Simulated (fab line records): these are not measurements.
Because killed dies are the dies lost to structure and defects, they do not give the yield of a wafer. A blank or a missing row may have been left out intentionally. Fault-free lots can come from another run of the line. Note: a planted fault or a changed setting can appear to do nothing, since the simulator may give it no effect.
Struck lot and sound lot, side by side    flow nand_harc    13 out of 1159 route steps
Sound: these wafers, L236.1, L236.3, L236.4. Wafers struck: L232.1, L232.5, L232.6. At the end, the cause is stated.
Per side, at each step with rows, come the tool, then ch with its chambers, and then its first start. Under that, the readings that differ: sound wafers    struck wafers    difference of the means    sigmas: that difference in standard deviations of wafers without a fault.
alike: a reading whose means differ by less than 2 such deviations, as well as words and numbers matching on both sides. not compared: withheld readings; readings where some wafer has no value; bounds like >300 that might hide an equal value; numbers whose values overlap and for which the record gives no deviation.
A row with sigmas, a row that says differs or no value, or rows on one side alone: a step with any of these is where the two part. Non-overlapping numbers with no deviation appear without sigmas and do not part them. A reading missing from all wafers of one side parts the sides only when that side holds two or more wafers.

first, 2 steps without rows for these wafers: NHARC_A_SOURCE_PLATE_SRD_01; NHARC_A_SOURCE_PLATE_OXIDE_02 (material SiO2, target thk 10 nm, ox time 1362 s).
NHARC_A_SOURCE_PLATE_THK_MEAS_09: measures by ellipsometry.
  sound: film_metro-01 at day 10 07:01; struck: film_metro-02 at day 8 23:29
  alike: thk_nm
then, 3 steps without rows for these wafers: NHARC_A_SOURCE_PLATE_PVD_04 (deposits WSi2, target thk 50 nm); NHARC_A_SOURCE_PLATE_CVD_03 (deposits poly-Si, target thk 200 nm, time 4000 s); NHARC_A_SOURCE_PLATE_ANNEAL_05 (time 1800 s).
NHARC_A_SOURCE_PLATE_THK_MEAS_06: measures by ellipsometry.
  sound: film_metro-02 at day 10 21:31; struck: film_metro-01 at day 9 13:37
  alike: thk_nm
NHARC_A_SOURCE_PLATE_INSPECT_08:
  sound: defect_inspect-01 at day 10 21:34; struck: defect_inspect-01 at day 9 13:40
  alike: raw_defect_count
next comes 1 step that has no rows for these wafers: NHARC_A_ONON_D1_DEP_00 (target thickness 1000 nm).
NHARC_A_ONON_D1_THK_MEAS_02: measures by ellipsometry.
  sound: film_metro-02 at day 10 22:09; struck: film_metro-02 at day 9 14:16
  alike: thk_nm
NHARC_A_ONON_D1_DEP_03: target thk 1000 nm.
  sound on pecvd_onon-03 ch 0, day 10 22:13; struck on pecvd_onon-04 ch 0, day 9 14:20
  alike: sih4_flow_sccm
NHARC_A_ONON_D1_THK_MEAS_05: measures by ellipsometry.
  sound: film_metro-02 at day 10 22:43; struck: film_metro-02 at day 9 15:00
reading      sound        struck          difference  sigmas
thk_nm (nm)  997 999 996  1496 1497 1496  +499        +45
  not compared: hold
NHARC_END_SORT_01:
  the record has rows for the sound wafers here (prober-02 ch 0, day 21 20:01) and none for the struck ones

## WHERE THEY PART
First at NHARC_A_ONON_D1_THK_MEAS_05; last, within this record, at NHARC_END_SORT_01.

WHY: what the simulator had put in
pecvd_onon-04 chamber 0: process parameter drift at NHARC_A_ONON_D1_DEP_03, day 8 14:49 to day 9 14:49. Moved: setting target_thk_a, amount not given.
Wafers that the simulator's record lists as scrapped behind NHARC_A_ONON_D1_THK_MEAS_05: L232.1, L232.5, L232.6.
